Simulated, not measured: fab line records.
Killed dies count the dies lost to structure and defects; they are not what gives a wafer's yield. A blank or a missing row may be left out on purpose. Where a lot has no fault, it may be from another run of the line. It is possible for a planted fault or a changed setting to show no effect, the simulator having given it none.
8D (eight disciplines) problem report, filled in by code | flow n5_finfet | the parts of the form that need people (team, actions taken, sign-off) are left out

## 1. THE ISSUE
Mean M2_OVL at N5_BEOL_M2_OVL_MEAS_12: 5.4 nm over 10 wafers in 4 lots; fault-free wafers: 0.7 nm, standard deviation 0.68. That is +6.9 standard deviations from the usual mean.
Earliest sighting: wafer L697.3 on overlay-02 at day 7 03:50. Wafers with a number at this step in the record: 31, from 11 lots. Rule for "out" (also "out of limits"): further than 4 standard deviations from the usual mean. All remaining wafers that have a number are taken as sound.

## 2. WHAT IT IS AND WHAT IT IS NOT
question                    | is                     | is not
which readings at this step | M2_OVL                 | -
which lots                  | L696, L697, L698, L699 | L693, L694, L702, L703, L704, L706, L713
which wafers of those lots  | all that have a number | -
read on which gauges        | overlay-01, overlay-02 | -
when                        | from day 7 03:50       | up to then (6 sound wafers); but 15 sound wafers of L702, L703, L704, L706, L713 came after

## 3. WHAT RULES OUT EACH SUSPECT
Counting: any tool at a process step up to the reading is kept as a suspect provided that every lot that is out went through it and no sound lot did after the first of them.
- the gauge at N5_BEOL_M2_OVL_MEAS_12 is ruled out. Those wafers that are out were read across 2 gauges (overlay-01, overlay-02).
- euv_scanner-01 at N5_BEOL_M2_EXPOSE_08 (exposes mask M2): kept. All lots that are out passed through it, beginning with L697 at day 7 03:41, and no sound lot followed; its final sound lot before that point was L694 at day 6 19:47.
The count leaves euv_scanner-01 at N5_BEOL_M2_EXPOSE_08.

## 4. THE CAUSE (what the simulator had put in)
Scanner matching overlay: euv_scanner-01, from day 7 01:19 on, at N5_BEOL_M2_EXPOSE_08. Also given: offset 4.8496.
The count eliminated every tool but this one.

## 5. THE CHAIN OF EFFECTS, in route order
Rows list readings where the struck wafers' mean (over those with a number) sits beyond 3 standard deviations from the usual. Only readings for which the record gives a usual standard deviation are gone through. hours: the time from each lot's start at the first step in this table that gives one to its start at this step, as a median over the lots. sigmas: the change in usual standard deviations.
hours | step                   | reading | usual  | on struck wafers | change | sigmas
0     | N5_BEOL_M2_OVL_MEAS_12 | M2_OVL  | 0.7 nm | 5.4              | +4.7   | +6.9
Later steps that measure or inspect, where all struck wafers having a row at the step show a number for every such reading and not one has moved that far: N5_BEOL_M4_RC_MEAS_101.

## 6. HOW IT WOULD HAVE BEEN CAUGHT EARLIER
3 hours passed between the start of the fault at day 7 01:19 and the first reading out of limits at a measuring or inspecting step in this record, taken at day 7 03:50.
Of the lots that are out (4), L696, L698, L699 began N5_BEOL_M2_EXPOSE_08 on euv_scanner-01 after day 7 03:50. A hold on the tool at that time would have spared those 3.
